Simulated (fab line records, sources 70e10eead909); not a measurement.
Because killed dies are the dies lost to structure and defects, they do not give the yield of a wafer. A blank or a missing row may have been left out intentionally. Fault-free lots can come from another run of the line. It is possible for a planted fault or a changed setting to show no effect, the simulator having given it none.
Problem report in the 8D (eight disciplines) form, filled by code -- flow nand_harc -- the parts of the form that need people (team, actions taken, sign-off) are left out

## 1. WHAT IS WRONG
heater_power_total_W at NHARC_A_BLC_SOFTBAKE_05 reads a mean of 152.55 W on 9 wafers of 3 lots; wafers without a fault read 188.46 W with a standard deviation of 0.14. So: -99 or more standard deviations from the usual mean.
The step: time 55 s.
First seen on wafer L568.2, day 30 23:00, on litho_track-06. Wafers with a number at this step in the record: 21, from 7 lots. Rule for "out" (also "out of limits"): further than 4 standard deviations from the usual mean. The rest of the wafers with a number are treated as sound.

## 2. WHAT IT IS, WHAT IT ISN'T
question,is,is not
which readings at this step,heater_power_total_W,-
which lots,"L568, L570, L571","L549, L563, L566, L572"
which wafers of those lots,all that have a number,-
read on which tools,litho_track-06,litho_track-01
when,from day 30 23:00,up to then (9 sound wafers); but 3 sound wafers of L572 came after

## 3. THE SUSPECTS, EACH WITH WHAT RULES IT OUT
Counting: any tool at a process step up to the reading is kept as a suspect provided that every lot that is out went through it and no sound lot did after the first of them.
- litho_track-06 at NHARC_A_BLC_SOFTBAKE_05 (time 55 s): kept. It ran every lot that is out, first L568 (day 30 23:00), and no sound lot after that; its last sound lot up to then is L566 (day 30 16:00). Its own readings are out on those wafers: heater_power_total_W.
Remaining after the count: litho_track-06 at NHARC_A_BLC_SOFTBAKE_05.

## 4. THE CAUSE (what the simulator had put in)
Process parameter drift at NHARC_A_BLC_SOFTBAKE_05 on litho_track-06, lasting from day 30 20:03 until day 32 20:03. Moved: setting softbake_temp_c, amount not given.
Only this tool survived the counting.

## 5. SEQUENCE OF EFFECTS, ordered by route
Each row: a reading whose mean over the struck wafers that have a number lies more than 3 standard deviations from the usual. Only readings whose record carries a usual standard deviation are examined. hours: median over the lots of the time between each lot's start at the first step of this table that gives one and its start at this step. sigmas: the change, counted in usual standard deviations.
hours,step,reading,usual,on struck wafers,change,sigmas
0,NHARC_A_BLC_SOFTBAKE_05,heater_power_total_W,188.46 W,152.55,-35.91,-99 or more
Process steps it contains:
- NHARC_A_BLC_SOFTBAKE_05: time 55 s.
Later steps that measure or inspect, where all struck wafers having a row at the step show a number for every such reading and not one has moved that far: NHARC_A_BLC_CD_MEAS_10, NHARC_A_BLC_OVL_MEAS_11, NHARC_A_BLC_INSPECT_12.

## 6. HOW IT WOULD HAVE BEEN CAUGHT EARLIER
First out-of-limits reading in this record: day 30 23:00, which is 3 hours after fault onset at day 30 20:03.
